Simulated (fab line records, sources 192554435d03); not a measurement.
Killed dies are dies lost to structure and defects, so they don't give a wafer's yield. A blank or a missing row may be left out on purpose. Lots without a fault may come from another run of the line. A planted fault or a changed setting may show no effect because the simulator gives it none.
Chamber matching | flow n5_finfet | N5_BEOL_M12_TRENCH_ETCH_34 on rie_diel-06: 4 sister chambers
The step etches SiOC in C4F8/O2/Ar, target depth 318.95 nm, time 125.5 s. 7 wafers are shown with their chamber, then 10 later ones without.

WAFERS WITH THEIR CHAMBER
wafer  | chamber | drypump_motor_current_A (A) | showerhead_plenum_p_Torr (Torr)
L085.1 | 2       | 6.2                         | 3.33
L085.2 | 3       | 6.4                         | 3.51
L085.4 | 2       | 6.2                         | 3.33
L085.5 | 1       | 5.9                         | 3.61
L085.6 | 3       | 6.5                         | 3.51
L089.1 | 1       | 5.9                         | 3.60
L089.4 | 0       | 4.9                         | 3.62

WAFERS WITHOUT THEIR CHAMBER
wafer  | drypump_motor_current_A (A) | showerhead_plenum_p_Torr (Torr)
L089.5 | 6.2                         | 3.33
L092.1 | 4.9                         | 3.62
L092.2 | 5.9                         | 3.60
L092.3 | 6.5                         | 3.50
L095.2 | 4.9                         | 3.62
L095.3 | 6.2                         | 3.32
L095.4 | 5.9                         | 3.60
L096.2 | 4.9                         | 3.61
L096.4 | 4.9                         | 3.61
L096.6 | 5.9                         | 3.59

WHICH CHAMBER EACH WENT THROUGH
wafer  | from the rows above | in truth
L089.5 | 2                   | 2
L092.1 | 0                   | 0
L092.2 | 1                   | 1
L092.3 | 3                   | 3
L095.2 | 0                   | 0
L095.3 | 2                   | 2
L095.4 | 1                   | 1
L096.2 | 0                   | 0
L096.4 | 0                   | 0
L096.6 | 1                   | 1
Placed correctly: 10 of 10. Can't be placed from these rows: 0. Placed wrongly: 0.
How it was worked out, from the rows above alone: a wafer's distance from a chamber is the root of the sum, over the readings, of the square of ((its reading less the chamber's mean) divided by the reading's scatter). The wafer belongs to the nearest chamber; if the next one is less than 2 further off, it can't be placed. A chamber's mean is the mean of its shown wafers. The scatter: the root of (the sum of the squares of (reading less its chamber's mean) over the shown wafers, divided by (wafers less chambers)).
